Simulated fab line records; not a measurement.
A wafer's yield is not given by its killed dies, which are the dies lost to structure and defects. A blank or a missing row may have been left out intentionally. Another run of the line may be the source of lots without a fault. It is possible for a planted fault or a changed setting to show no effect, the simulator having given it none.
What tool caused it? + flow n5_finfet + 8 lots, 24 wafers sampled, at 4 steps of a route of 1938

## WHAT THE GAUGES READ, wafer by wafer
N5_SD_EPI_P_INSPECT_26: inspects for defects (darkfield).
| lot  | measured    | on                | raw_defect_count |
|------|-------------|-------------------|------------------|
| L523 | day 4 21:36 | defect_inspect-01 | 153 194 626      |
| L530 | day 6 15:58 | defect_inspect-01 | 205 218 207      |
| L533 | day 7 14:11 | defect_inspect-01 | 149 168 205      |
| L534 | day 7 16:17 | defect_inspect-01 | 174 203 142      |
| L536 | day 8 05:57 | defect_inspect-01 | 173 156 164      |
| L538 | day 8 14:33 | defect_inspect-01 | 195 265 179      |
| L539 | day 8 23:04 | defect_inspect-01 | 218 251 252      |
| L540 | day 9 03:21 | defect_inspect-02 | 213 197 175      |

## WHAT TOOL EACH LOT RAN ON (gives the tool, then ch and the chambers of the sampled wafers, and finally the start)
| lot  | N5_SD_EPI_P_ETCH_47               | N5_SD_EPI_P_ETCH_16               | N5_SD_EPI_P_SD_RECESS_17        |
|------|-----------------------------------|-----------------------------------|---------------------------------|
| L523 | rie_diel-01 ch 0,1,3, day 4 18:23 | rie_diel-01 ch 0,1,3, day 4 18:29 | rie_si-01 ch 0,1, day 4 18:34   |
| L530 | rie_diel-06 ch 0,2,3, day 6 11:53 | rie_diel-06 ch 0,2,3, day 6 11:59 | rie_si-02 ch 2,3, day 6 12:04   |
| L533 | rie_diel-01 ch 2,3, day 7 10:09   | rie_diel-01 ch 2,3, day 7 10:15   | rie_si-04 ch 0,2,3, day 7 10:19 |
| L534 | rie_diel-01 ch 1,2,3, day 7 12:58 | rie_diel-01 ch 1,2,3, day 7 13:04 | rie_si-04 ch 1,2,3, day 7 13:08 |
| L536 | rie_diel-01 ch 0,1,2, day 8 02:44 | rie_diel-01 ch 0,1,2, day 8 02:50 | rie_si-02 ch 0,1,2, day 8 02:55 |
| L538 | rie_diel-01 ch 0,3, day 8 11:20   | rie_diel-01 ch 0,3, day 8 11:26   | rie_si-01 ch 1,2,3, day 8 11:31 |
| L539 | rie_diel-01 ch 1,2,3, day 8 19:01 | rie_diel-01 ch 1,2,3, day 8 19:07 | rie_si-01 ch 0,1,2, day 8 19:11 |
| L540 | rie_diel-01 ch 0,3, day 9 00:08   | rie_diel-01 ch 0,3, day 9 00:14   | rie_si-04 ch 2,3, day 9 00:18   |
- N5_SD_EPI_P_ETCH_47: etches SiOCN in CH3F/O2, target depth 25 nm.
- N5_SD_EPI_P_ETCH_16: etches SiO2 in CHF3/O2, target depth 5 nm.
- N5_SD_EPI_P_SD_RECESS_17: chemistry HBr/Cl2/O2, target depth 39.1 nm, bt time 3 s.

## THE ANSWER, worked out from the rows above alone
Rule: what is usual is taken from the lots themselves. Put in order of their means at a reading, lots are off if they are a third of the lots or fewer, leave a main group of 4 or more, and stand apart from it by a gap of 3 or more times the standard deviation of the main group's means; of several such gaps the widest counts. The tables above print the reading to a certain number of digits; a main group whose means all agree to those digits is not used. Also off: a lot with no number at a reading for which 4 or more lots have one. The other lots that the step has rows for count as sound.
Off, at N5_SD_EPI_P_INSPECT_26 on raw_defect_count: L523. The main group: mean 196, standard deviation 25.
If a tool, at a process step before that reading, ran all the lots that are off and no sound lot after the first of them, it fits. Those tools and the gauges at N5_SD_EPI_P_INSPECT_26 are tried in the same way. Of those tried, none fits.

## WHAT HAD BEEN PUT IN BY THE SIMULATOR
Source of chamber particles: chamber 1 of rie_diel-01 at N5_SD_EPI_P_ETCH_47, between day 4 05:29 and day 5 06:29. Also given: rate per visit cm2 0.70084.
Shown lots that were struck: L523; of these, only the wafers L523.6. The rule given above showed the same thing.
